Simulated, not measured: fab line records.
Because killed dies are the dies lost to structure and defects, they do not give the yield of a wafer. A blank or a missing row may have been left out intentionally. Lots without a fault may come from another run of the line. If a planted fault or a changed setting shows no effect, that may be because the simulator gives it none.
Which of the tools did it? + flow nand_harc + 11 lots, 33 wafers sampled, at 6 steps of a route of 1159

WHAT EACH GAUGE READ, for each wafer
NHARC_P_GATE_CD_MEAS_46 targets a cd of 720 nm. Usual: cd_nm at 719.2 nm, with a standard deviation of 1.9.
| lot  | measured     | on        | cd_nm (nm)        | flag |
|------|--------------|-----------|-------------------|------|
| L100 | day 5 10:05  | cd_sem-03 | 717.9 717.4 720.4 |      |
| L102 | day 6 01:12  | cd_sem-02 | 723.1 721.6 719.0 |      |
| L106 | day 6 18:47  | cd_sem-02 | 719.9 721.8 720.2 |      |
| L108 | day 7 09:02  | cd_sem-03 | - - -             | OFF  |
| L117 | day 9 10:29  | cd_sem-01 | 719.0 719.9 719.6 |      |
| L116 | day 9 10:39  | cd_sem-02 | 719.4 716.7 716.1 |      |
| L118 | day 9 21:52  | cd_sem-02 | 719.4 719.5 720.7 |      |
| L119 | day 10 06:28 | cd_sem-01 | 718.6 714.2 716.8 |      |
| L120 | day 10 14:17 | cd_sem-03 | 721.1 721.3 722.6 |      |
| L122 | day 10 14:07 | cd_sem-02 | 717.9 717.8 716.4 |      |
| L121 | day 10 14:36 | cd_sem-03 | 717.1 721.1 717.7 |      |

NHARC_END_SORT_01. Usual: killed_at_array 27, standard deviation 11; killed_at_other 0.6, standard deviation 0.89; killed_at_periphery 3.0, standard deviation 2.4; killed_dies 31, standard deviation 12; killed_open 3.2, standard deviation 1.6; killed_short 2.0, standard deviation 1.5.
| lot  | measured     | on        | killed_at_array | killed_at_other | killed_at_periphery | killed_dies | killed_open | killed_short | flag |
|------|--------------|-----------|-----------------|-----------------|---------------------|-------------|-------------|--------------|------|
| L100 | day 20 02:20 | prober-01 | 23 21 33        | 1 0 0           | 4 4 1               | 28 25 34    | 3 2 2       | 0 0 4        |      |
| L102 | day 20 08:45 | prober-02 | 10 12 12        | 0 0 0           | 0 2 4               | 10 14 16    | 5 4 3       | 0 0 4        |      |
| L106 | day 21 01:12 | prober-02 | 32 42 36        | 1 2 4           | 2 1 4               | 35 45 44    | 3 4 2       | 3 4 5        |      |
| L108 | day 21 18:46 | prober-02 | 37 31 38        | 1 0 1           | 639 646 638         | 677 677 677 | 0 6 5       | 2 0 4        | OFF  |
| L117 | day 23 07:17 | prober-01 | 25 27 41        | 0 1 1           | 4 7 10              | 29 35 52    | 4 1 2       | 1 2 5        |      |
| L116 | day 23 19:41 | prober-02 | 11 12 13        | 1 1 1           | 3 3 0               | 15 16 14    | 3 4 3       | 1 5 1        |      |
| L118 | day 24 03:31 | prober-01 | 27 22 21        | 1 1 0           | 2 1 1               | 30 24 22    | 2 2 0       | 1 0 1        |      |
| L119 | day 25 00:32 | prober-02 | 46 51 39        | 0 0 0           | 5 2 2               | 51 53 41    | 3 4 4       | 2 4 2        |      |
| L120 | day 24 11:31 | prober-01 | 26 36 35        | 1 0 2           | 5 8 3               | 32 44 40    | 2 3 1       | 2 0 2        |      |
| L122 | day 24 11:31 | prober-02 | 31 31 21        | 1 1 0           | 1 4 1               | 33 36 22    | 1 4 0       | 3 0 3        |      |
| L121 | day 25 01:19 | prober-01 | 17 28 20        | 0 0 1           | 3 0 0               | 20 28 21    | 5 2 3       | 2 2 3        |      |

EACH LOT AND THE TOOL THAT RAN IT (in order: tool; ch and the chambers of the sampled wafers; start)
| lot  | NHARC_P_GATE_DESCUM_31             | NHARC_P_GATE_HM_OPEN_105                      | NHARC_P_GATE_EXPOSE_43            | NHARC_P_GATE_DESCUM_48             |
|------|------------------------------------|-----------------------------------------------|-----------------------------------|------------------------------------|
| L100 | rie_diel-02 ch 1,3, day 4 21:41    | rie_diel-02 ch 0,2, day 5 09:56 or earlier    | krf_scanner-03 ch 0, day 5 09:56  | rie_diel-05 ch 2,3, day 5 10:14    |
| L102 | rie_diel-13 ch 1,3, day 5 13:17    | rie_diel-13 ch 1,2,3, day 6 01:03 or earlier  | krf_scanner-04 ch 0, day 6 01:03  | rie_diel-05 ch 0,2,3, day 6 01:23  |
| L106 | rie_diel-02 ch 1,2,3, day 6 06:52  | rie_diel-02 ch 1,2,3, day 6 18:38 or earlier  | krf_scanner-01 ch 0, day 6 18:38  | rie_diel-05 ch 2,3, day 6 18:57    |
| L108 | rie_diel-02 ch 0,1,2, day 6 21:01  | rie_diel-02 ch 2,3, day 7 08:52 or earlier    | krf_scanner-04 ch 0, day 7 08:52  | rie_diel-05 ch 2,3, day 7 09:12    |
| L117 | rie_diel-02 ch 0,3, day 8 22:10    | rie_diel-02 ch 0,1,3, day 9 10:19 or earlier  | krf_scanner-03 ch 0, day 9 10:19  | rie_diel-05 ch 0,1,2, day 9 10:39  |
| L116 | rie_diel-05 ch 0,1, day 8 22:38    | rie_diel-05 ch 0,1,3, day 9 10:29 or earlier  | krf_scanner-01 ch 0, day 9 10:29  | rie_diel-05 ch 0,1,2, day 9 10:49  |
| L118 | rie_diel-05 ch 1,2,3, day 9 10:03  | rie_diel-05 ch 1,2,3, day 9 21:43 or earlier  | krf_scanner-04 ch 0, day 9 21:43  | rie_diel-05 ch 1,2,3, day 9 22:02  |
| L119 | rie_diel-02 ch 0,2, day 9 16:17    | rie_diel-02 ch 0,1, day 10 06:19 or earlier   | krf_scanner-03 ch 0, day 10 06:19 | rie_diel-05 ch 2,3, day 10 06:38   |
| L120 | rie_diel-13 ch 0,1,2, day 10 02:12 | rie_diel-13 ch 0,1,3, day 10 14:08 or earlier | krf_scanner-01 ch 0, day 10 14:08 | rie_diel-05 ch 0,1,3, day 10 14:28 |
| L122 | rie_diel-02 ch 0,2, day 10 02:20   | rie_diel-02 ch 2,3, day 10 13:58 or earlier   | krf_scanner-04 ch 0, day 10 13:58 | rie_diel-05 ch 1,2,3, day 10 14:18 |
| L121 | rie_diel-05 ch 0,1, day 10 02:42   | rie_diel-05 ch 0,1,3, day 10 14:27 or earlier | krf_scanner-04 ch 0, day 10 14:27 | rie_diel-13 ch 0,1, day 10 14:47   |
- NHARC_P_GATE_DESCUM_31: chemistry O2, time 3 s.
- NHARC_P_GATE_HM_OPEN_105: chemistry O2/COS, target depth 360 nm.
- NHARC_P_GATE_EXPOSE_43: exposes mask P NSD, target cd 720 nm.
- NHARC_P_GATE_DESCUM_48: chemistry O2, time 3 s.

AS READ BY THE TOOLS THEMSELVES (means over the sampled wafers that have a number; for cases with no such wafer, the mark the record gives instead)
NHARC_P_GATE_DESCUM_31. Usual: drypump_motor_current_A 5.8 A, standard deviation 0.42; oes_product_au 1.003 a.u., standard deviation 0.0094; rf_vpp_V 57.8 V, standard deviation 0.88; showerhead_plenum_p_Torr 1.90 Torr, standard deviation 0.083; throttle_valve_pct 11.311 %, standard deviation 0.0082.
| lot  | tool        | drypump_motor_current_A (A) | oes_product_au (a.u.) | rf_vpp_V (V) | showerhead_plenum_p_Torr (Torr) | throttle_valve_pct (%) | flag |
|------|-------------|-----------------------------|-----------------------|--------------|---------------------------------|------------------------|------|
| L100 | rie_diel-02 | 5.9                         | 1.003                 | 58.1         | 1.97                            | 11.322                 |      |
| L102 | rie_diel-13 | 5.7                         | 1.003                 | 57.7         | 1.95                            | 11.313                 |      |
| L106 | rie_diel-02 | 5.8                         | 1.012                 | 58.0         | 1.98                            | 11.312                 |      |
| L108 | rie_diel-02 | 5.9                         | 1.008                 | 58.0         | 1.92                            | 11.309                 |      |
| L117 | rie_diel-02 | 6.0                         | 0.996                 | 57.6         | 1.91                            | 11.309                 |      |
| L116 | rie_diel-05 | 5.6                         | 0.994                 | 56.9         | 1.80                            | 11.311                 |      |
| L118 | rie_diel-05 | 5.9                         | 0.991                 | 58.1         | 1.88                            | 11.311                 |      |
| L119 | rie_diel-02 | 5.7                         | 1.012                 | 58.1         | 1.94                            | 11.310                 |      |
| L120 | rie_diel-13 | 5.5                         | 1.008                 | 57.8         | 1.87                            | 11.314                 |      |
| L122 | rie_diel-02 | 6.1                         | 1.009                 | 57.9         | 1.87                            | 11.315                 |      |
| L121 | rie_diel-05 | 5.4                         | 1.002                 | 57.6         | 1.80                            | 11.304                 |      |

NHARC_P_GATE_HM_OPEN_105. Usual: drypump_motor_current_A 5.8 A, standard deviation 0.4; oes_product_au 1.003 a.u., standard deviation 0.0085; rf_vpp_V 467.2 V, standard deviation 2.8; showerhead_plenum_p_Torr 3.12 Torr, standard deviation 0.13; throttle_valve_pct 28.330 %, standard deviation 0.0097.
| lot  | tool        | drypump_motor_current_A (A) | oes_product_au (a.u.) | rf_vpp_V (V) | showerhead_plenum_p_Torr (Torr) | throttle_valve_pct (%) | flag |
|------|-------------|-----------------------------|-----------------------|--------------|---------------------------------|------------------------|------|
| L100 | rie_diel-02 | 5.7                         | 1.008                 | 468.7        | 3.18                            | 28.333                 |      |
| L102 | rie_diel-13 | 5.6                         | 1.006                 | 468.3        | 3.14                            | 28.312                 |      |
| L106 | rie_diel-02 | 5.7                         | 1.000                 | 468.7        | 3.22                            | 28.347                 |      |
| L108 | rie_diel-02 | 5.6                         | 1.007                 | 469.8        | 3.26                            | 28.324                 |      |
| L117 | rie_diel-02 | 6.1                         | 1.005                 | 466.9        | 3.10                            | 28.329                 |      |
| L116 | rie_diel-05 | 5.6                         | 0.994                 | 465.1        | 3.05                            | 28.322                 |      |
| L118 | rie_diel-05 | 5.8                         | 0.991                 | 466.1        | 3.07                            | 28.329                 |      |
| L119 | rie_diel-02 | 6.1                         | 1.003                 | 466.7        | 3.07                            | 28.339                 |      |
| L120 | rie_diel-13 | 5.5                         | 1.009                 | 466.6        | 3.11                            | 28.337                 |      |
| L122 | rie_diel-02 | 5.7                         | 1.004                 | 469.7        | 3.22                            | 28.330                 |      |
| L121 | rie_diel-05 | 5.6                         | 0.995                 | 465.2        | 3.05                            | 28.330                 |      |

NHARC_P_GATE_EXPOSE_43. Usual: focus_offset_nm at 0.0 nm, with a standard deviation of 0.52.
| lot  | tool           | focus_offset_nm (nm) | flag |
|------|----------------|----------------------|------|
| L100 | krf_scanner-03 | 0.2                  |      |
| L102 | krf_scanner-04 | -0.0                 |      |
| L106 | krf_scanner-01 | -0.9                 |      |
| L108 | krf_scanner-04 | 0.3                  |      |
| L117 | krf_scanner-03 | -0.7                 |      |
| L116 | krf_scanner-01 | 0.3                  |      |
| L118 | krf_scanner-04 | -0.5                 |      |
| L119 | krf_scanner-03 | -0.1                 |      |
| L120 | krf_scanner-01 | 0.3                  |      |
| L122 | krf_scanner-04 | 0.1                  |      |
| L121 | krf_scanner-04 | -0.2                 |      |

NHARC_P_GATE_DESCUM_48. Usual: drypump_motor_current_A 5.9 A, standard deviation 0.47; oes_product_au 0.998 a.u., standard deviation 0.0088; rf_vpp_V 57.7 V, standard deviation 1; showerhead_plenum_p_Torr 1.88 Torr, standard deviation 0.084; throttle_valve_pct 11.311 %, standard deviation 0.0088.
| lot  | tool        | drypump_motor_current_A (A) | oes_product_au (a.u.) | rf_vpp_V (V) | showerhead_plenum_p_Torr (Torr) | throttle_valve_pct (%) | flag |
|------|-------------|-----------------------------|-----------------------|--------------|---------------------------------|------------------------|------|
| L100 | rie_diel-05 | 6.0                         | 0.997                 | 57.4         | 1.95                            | 11.306                 |      |
| L102 | rie_diel-05 | 6.1                         | 1.000                 | 57.8         | 1.88                            | 11.315                 |      |
| L106 | rie_diel-05 | 6.0                         | 0.997                 | 58.4         | 1.95                            | 11.304                 |      |
| L108 | rie_diel-05 | 6.0                         | 0.992                 | 56.8         | 1.95                            | 11.314                 |      |
| L117 | rie_diel-05 | 5.9                         | 0.997                 | 59.0         | 1.81                            | 11.309                 |      |
| L116 | rie_diel-05 | 5.9                         | 0.991                 | 57.5         | 1.81                            | 11.316                 |      |
| L118 | rie_diel-05 | 5.8                         | 0.988                 | 58.0         | 1.88                            | 11.306                 |      |
| L119 | rie_diel-05 | 6.4                         | 0.988                 | 58.1         | 1.89                            | 11.312                 |      |
| L120 | rie_diel-05 | 5.6                         | 0.994                 | 57.3         | 1.87                            | 11.312                 |      |
| L122 | rie_diel-05 | 5.8                         | 0.995                 | 58.4         | 1.87                            | 11.305                 |      |
| L121 | rie_diel-13 | 5.3                         | 1.010                 | 58.1         | 1.86                            | 11.314                 |      |

THE ANSWER, worked out from the rows above alone
Rule: take the mean of a lot's wafers that have a number; if it is more than 3 standard deviations from the usual mean, the lot is off. A lot without any number at a reading at which 4 lots or more have one is off too. The other lots that the step has rows for count as sound. The gauges are gone through in route order, then the tools' own readings, and for those a lot's mean is taken as printed above. At the first step where some lot is off, the reading lying furthest off is the one used; lots without a number count as furthest.
Off, at NHARC_P_GATE_CD_MEAS_46 on cd_nm: L108. Without a number there: L108.
A tool fits if, at a process step before that reading, it ran every lot that is off, and no sound lot after the first of them. The gauges at NHARC_P_GATE_CD_MEAS_46 aren't tried: what is off there is off at NHARC_END_SORT_01 too, on other tools, and a gauge's error can't cause that. Because NHARC_P_GATE_HM_OPEN_105 lacks a start for some lots, the hours and order of its lots are taken from NHARC_P_GATE_EXPOSE_43. Not one of the candidates tried fits.

WHAT THE SIMULATOR HAD PUT IN
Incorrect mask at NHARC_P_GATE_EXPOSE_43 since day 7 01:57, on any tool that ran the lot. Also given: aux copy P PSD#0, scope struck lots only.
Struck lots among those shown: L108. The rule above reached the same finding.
